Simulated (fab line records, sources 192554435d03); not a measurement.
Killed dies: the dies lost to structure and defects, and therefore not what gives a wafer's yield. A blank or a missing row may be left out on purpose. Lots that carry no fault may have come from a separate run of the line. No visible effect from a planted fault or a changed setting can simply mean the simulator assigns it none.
Chamber matching || flow n5-finfet || N5_BEOL_M8_VIA_ETCH_34 on rie-diel-06 has 4 sister chambers
The step etches SiCOH lowk in C4F6/O2, target depth 125.5 nm, time 50.5 s. 18 wafers are shown with their chamber, then 9 later ones without.

== EACH WAFER AND ITS CHAMBER ==
{"wafer": "L074.1", "chamber": 2, "showerhead-plenum-p-Torr (Torr)": 3.00, "drypump-motor-current-A (A)": 6.4, "rf-vpp-V (V)": 683}
{"wafer": "L074.4", "chamber": 3, "showerhead-plenum-p-Torr (Torr)": 2.78, "drypump-motor-current-A (A)": 5.7, "rf-vpp-V (V)": 662}
{"wafer": "L074.5", "chamber": 2, "showerhead-plenum-p-Torr (Torr)": 3.00, "drypump-motor-current-A (A)": 6.4, "rf-vpp-V (V)": 682}
{"wafer": "L079.1", "chamber": 0, "showerhead-plenum-p-Torr (Torr)": 2.73, "drypump-motor-current-A (A)": 4.9, "rf-vpp-V (V)": 680}
{"wafer": "L079.2", "chamber": 2, "showerhead-plenum-p-Torr (Torr)": 2.99, "drypump-motor-current-A (A)": 6.4, "rf-vpp-V (V)": 683}
{"wafer": "L079.5", "chamber": 1, "showerhead-plenum-p-Torr (Torr)": 2.92, "drypump-motor-current-A (A)": 5.6, "rf-vpp-V (V)": 635}
{"wafer": "L082.1", "chamber": 0, "showerhead-plenum-p-Torr (Torr)": 2.73, "drypump-motor-current-A (A)": 4.9, "rf-vpp-V (V)": 680}
{"wafer": "L082.2", "chamber": 2, "showerhead-plenum-p-Torr (Torr)": 2.99, "drypump-motor-current-A (A)": 6.4, "rf-vpp-V (V)": 684}
{"wafer": "L082.3", "chamber": 1, "showerhead-plenum-p-Torr (Torr)": 2.92, "drypump-motor-current-A (A)": 5.6, "rf-vpp-V (V)": 634}
{"wafer": "L083.4", "chamber": 3, "showerhead-plenum-p-Torr (Torr)": 2.78, "drypump-motor-current-A (A)": 5.7, "rf-vpp-V (V)": 662}
{"wafer": "L083.5", "chamber": 1, "showerhead-plenum-p-Torr (Torr)": 2.92, "drypump-motor-current-A (A)": 5.6, "rf-vpp-V (V)": 635}
{"wafer": "L083.6", "chamber": 0, "showerhead-plenum-p-Torr (Torr)": 2.73, "drypump-motor-current-A (A)": 4.8, "rf-vpp-V (V)": 681}
{"wafer": "L085.4", "chamber": 0, "showerhead-plenum-p-Torr (Torr)": 2.73, "drypump-motor-current-A (A)": 4.8, "rf-vpp-V (V)": 679}
{"wafer": "L085.5", "chamber": 1, "showerhead-plenum-p-Torr (Torr)": 2.92, "drypump-motor-current-A (A)": 5.6, "rf-vpp-V (V)": 635}
{"wafer": "L085.6", "chamber": 0, "showerhead-plenum-p-Torr (Torr)": 2.73, "drypump-motor-current-A (A)": 4.8, "rf-vpp-V (V)": 680}
{"wafer": "L084.2", "chamber": 2, "showerhead-plenum-p-Torr (Torr)": 2.99, "drypump-motor-current-A (A)": 6.4, "rf-vpp-V (V)": 682}
{"wafer": "L084.3", "chamber": 3, "showerhead-plenum-p-Torr (Torr)": 2.78, "drypump-motor-current-A (A)": 5.7, "rf-vpp-V (V)": 662}
{"wafer": "L084.4", "chamber": 0, "showerhead-plenum-p-Torr (Torr)": 2.73, "drypump-motor-current-A (A)": 4.9, "rf-vpp-V (V)": 681}

SIGNATURES, as means of the wafers listed above
{"reading": "showerhead-plenum-p-Torr", "chamber 0": 2.7300, "chamber 1": 2.9200, "chamber 2": 2.9940, "chamber 3": 2.7800, "scatter within a chamber": 0.00293}
{"reading": "drypump-motor-current-A", "chamber 0": 4.850, "chamber 1": 5.600, "chamber 2": 6.400, "chamber 3": 5.700, "scatter within a chamber": 0.0327}
{"reading": "rf-vpp-V", "chamber 0": 680.17, "chamber 1": 634.75, "chamber 2": 682.80, "chamber 3": 662.00, "scatter within a chamber": 0.675}
Rule: distance of a wafer from a chamber = root of the sum over the readings of ((wafer's reading minus chamber's mean) / reading's scatter) squared. If the next closest chamber is less than 2 further off than the closest, the wafer can't be placed; otherwise it belongs to the closest. How the scatter is found: for the shown wafers, subtract from each reading the mean of its chamber, square and add these, divide the total by (wafers less chambers), then take the root.

== WAFERS WITHOUT THEIR CHAMBER ==
{"wafer": "L090.3", "showerhead-plenum-p-Torr (Torr)": 2.77, "drypump-motor-current-A (A)": 5.7, "rf-vpp-V (V)": 662}
{"wafer": "L090.4", "showerhead-plenum-p-Torr (Torr)": 2.98, "drypump-motor-current-A (A)": 6.4, "rf-vpp-V (V)": 682}
{"wafer": "L090.6", "showerhead-plenum-p-Torr (Torr)": 2.77, "drypump-motor-current-A (A)": 5.7, "rf-vpp-V (V)": 660}
{"wafer": "L093.1", "showerhead-plenum-p-Torr (Torr)": 2.77, "drypump-motor-current-A (A)": 5.7, "rf-vpp-V (V)": 661}
{"wafer": "L093.2", "showerhead-plenum-p-Torr (Torr)": 2.98, "drypump-motor-current-A (A)": 6.4, "rf-vpp-V (V)": 685}
{"wafer": "L093.6", "showerhead-plenum-p-Torr (Torr)": 2.77, "drypump-motor-current-A (A)": 5.7, "rf-vpp-V (V)": 661}
{"wafer": "L095.1", "showerhead-plenum-p-Torr (Torr)": 2.98, "drypump-motor-current-A (A)": 6.4, "rf-vpp-V (V)": 683}
{"wafer": "L095.3", "showerhead-plenum-p-Torr (Torr)": 2.72, "drypump-motor-current-A (A)": 4.8, "rf-vpp-V (V)": 680}
{"wafer": "L095.5", "showerhead-plenum-p-Torr (Torr)": 2.91, "drypump-motor-current-A (A)": 5.6, "rf-vpp-V (V)": 636}

== CHAMBER TAKEN BY EACH ==
{"wafer": "L090.3", "from the rows above": 3, "in truth": 3}
{"wafer": "L090.4", "from the rows above": 2, "in truth": 2}
{"wafer": "L090.6", "from the rows above": 3, "in truth": 3}
{"wafer": "L093.1", "from the rows above": 3, "in truth": 3}
{"wafer": "L093.2", "from the rows above": 2, "in truth": 2}
{"wafer": "L093.6", "from the rows above": 3, "in truth": 3}
{"wafer": "L095.1", "from the rows above": 2, "in truth": 2}
{"wafer": "L095.3", "from the rows above": 0, "in truth": 0}
{"wafer": "L095.5", "from the rows above": 1, "in truth": 1}
Correct placement for 9 of the 9. Left unplaced by these rows: 0. Wrongly placed: 0.
